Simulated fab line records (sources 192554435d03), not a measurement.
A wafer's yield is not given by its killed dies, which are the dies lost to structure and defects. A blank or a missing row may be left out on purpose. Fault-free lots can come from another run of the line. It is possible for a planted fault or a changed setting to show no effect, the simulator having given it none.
Chamber matching -- flow n5-finfet -- 4 sister chambers for N5_BEOL_M0_SAQP_STRIP_86 on rie-diel-02
The step strips in N2/H2. 8 wafers are shown with their chamber, then 12 later ones without.

WAFERS, EACH WITH ITS CHAMBER
wafer,chamber,showerhead-plenum-p-Torr (Torr),drypump-motor-current-A (A)
L081.3,1,3.30,5.4
L086.6,0,3.13,5.7
L087.3,3,3.46,6.0
L087.5,2,3.24,5.7
L087.6,1,3.30,5.5
L090.1,0,3.12,5.7
L090.3,3,3.46,6.0
L090.5,2,3.24,5.7

WAFERS WITHOUT THEIR CHAMBER
wafer,showerhead-plenum-p-Torr (Torr),drypump-motor-current-A (A)
L092.1,3.29,5.5
L092.2,3.12,5.7
L092.4,3.45,6.0
L094.3,3.29,5.5
L094.4,3.23,5.7
L094.6,3.12,5.7
L096.4,3.12,5.7
L096.5,3.45,6.0
L096.6,3.12,5.7
L097.2,3.12,5.7
L097.4,3.23,5.7
L097.6,3.12,5.7

THE CHAMBER EACH PASSED THROUGH
wafer,from the rows above,in truth
L092.1,1,1
L092.2,0,0
L092.4,3,3
L094.3,1,1
L094.4,2,2
L094.6,0,0
L096.4,0,0
L096.5,3,3
L096.6,0,0
L097.2,0,0
L097.4,2,2
L097.6,0,0
Placed correctly: 12 of 12. Not placeable from these rows: 0. Wrongly placed: 0.
How it was worked out, from the rows above alone: a wafer's distance from a chamber is the root of the sum, over the readings, of the square of ((its reading less the chamber's mean) divided by the reading's scatter). If the next closest chamber is less than 2 further off than the closest, the wafer can't be placed; otherwise it belongs to the closest. For every chamber, the mean is computed from those of its wafers that are shown. The scatter is the square root of a quotient: the sum, over the shown wafers, of each reading's squared deviation from its chamber's mean, divided by wafers minus chambers.
